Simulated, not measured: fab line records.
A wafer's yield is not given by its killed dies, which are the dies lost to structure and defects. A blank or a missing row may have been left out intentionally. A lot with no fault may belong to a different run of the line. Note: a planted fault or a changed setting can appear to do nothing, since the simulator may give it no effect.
Which tool was responsible?	flow nand_harc	36 wafers from 12 lots sampled at 3 of the route's 1302 steps

== WHAT THE GAUGES SHOWED, per wafer ==
NHARC_A_CONTACT_OVL_MEAS_70.
lot	measured	on	overlay_x_nm (nm)
L075	day 22 06:38	overlay-01	0.3 0.9 0.6
L077	day 23 04:52	overlay-01	0.1 -1.0 -0.2
L079	day 23 19:47	overlay-01	1.4 1.1 1.4
L082	day 25 04:07	overlay-01	-0.2 -0.3 -1.0
L083	day 25 16:58	overlay-01	-0.9 -1.4 -1.2
L085	day 26 04:32	overlay-01	0.4 -0.2 -0.1
L088	day 27 23:26	overlay-01	-0.9 -0.8 -0.4
L089	day 28 03:09	overlay-02	-0.9 -0.7 -0.9
L091	day 29 04:44	overlay-01	1.6 0.7 1.2
L094	day 29 18:52	overlay-02	-1.2 -1.1 -1.6
L096	day 30 20:25	overlay-02	0.9 0.8 1.4
L097	day 31 23:22	overlay-02	0.1 0.8 0.0

== EACH LOT AND THE TOOL THAT RAN IT (in order: tool; ch and the chambers of the sampled wafers; start) ==
lot	NHARC_A_CONTACT_ETCH_119	NHARC_A_CONTACT_STRIP_55
L075	har_cap_etch-03 ch 1, day 21 23:42	rie_diel-02 ch 1,3, day 22 06:38 or earlier
L077	har_cap_etch-01 ch 0,1, day 22 18:22	rie_diel-02 ch 0,1,3, day 23 04:52 or earlier
L079	har_cap_etch-01 ch 0,1, day 23 12:56	rie_diel-05 ch 1,2,3, day 23 19:47 or earlier
L082	har_cap_etch-01 ch 0,1, day 24 21:16	rie_diel-05 ch 2,3, day 25 04:07 or earlier
L083	har_cap_etch-03 ch 0,1, day 25 10:10	rie_diel-02 ch 1,2, day 25 16:58 or earlier
L085	har_cap_etch-01 ch 0,1, day 25 21:23	rie_diel-02 ch 0,1,3, day 26 04:32 or earlier
L088	har_cap_etch-02 ch 0,1, day 27 12:58	rie_diel-09 ch 0,1,3, day 27 23:26 or earlier
L089	har_cap_etch-01 ch 0,1, day 27 19:12	rie_diel-02 ch 0,1,2, day 28 03:09 or earlier
L091	har_cap_etch-01 ch 0,1, day 28 20:21	rie_diel-02 ch 1,2, day 29 04:44 or earlier
L094	har_cap_etch-02 ch 0,1, day 29 12:00	rie_diel-02 ch 0,1,3, day 29 18:52 or earlier
L096	har_cap_etch-02 ch 0,1, day 30 13:32	rie_diel-02 ch 2,3, day 30 20:25 or earlier
L097	har_cap_etch-02 ch 1, day 31 12:03	rie_diel-02 ch 1,2, day 31 23:22 or earlier
- NHARC_A_CONTACT_ETCH_119: etches the open film in C4F8/O2/Ar, time 190 s, target depth 1850 nm.
- NHARC_A_CONTACT_STRIP_55: strips in O2.

== THE ANSWER, worked out from the rows above alone ==
Rule: the usual values come from the lots themselves. Put in order of their means at a reading, lots are off if they are a third of the lots or fewer, leave a main group of 4 or more, and stand apart from it by a gap of 3 or more times the standard deviation of the main group's means; of several such gaps the widest counts. Not used: any main group whose means are identical at the precision the tables above print for the reading. A lot without any number at a reading at which 4 lots or more have one is off too. Where the step has rows for the other lots, those lots are counted as sound.
None of the lots is off at any reading shown; this tells nothing.

== WHAT WAS PUT IN BY THE SIMULATOR ==
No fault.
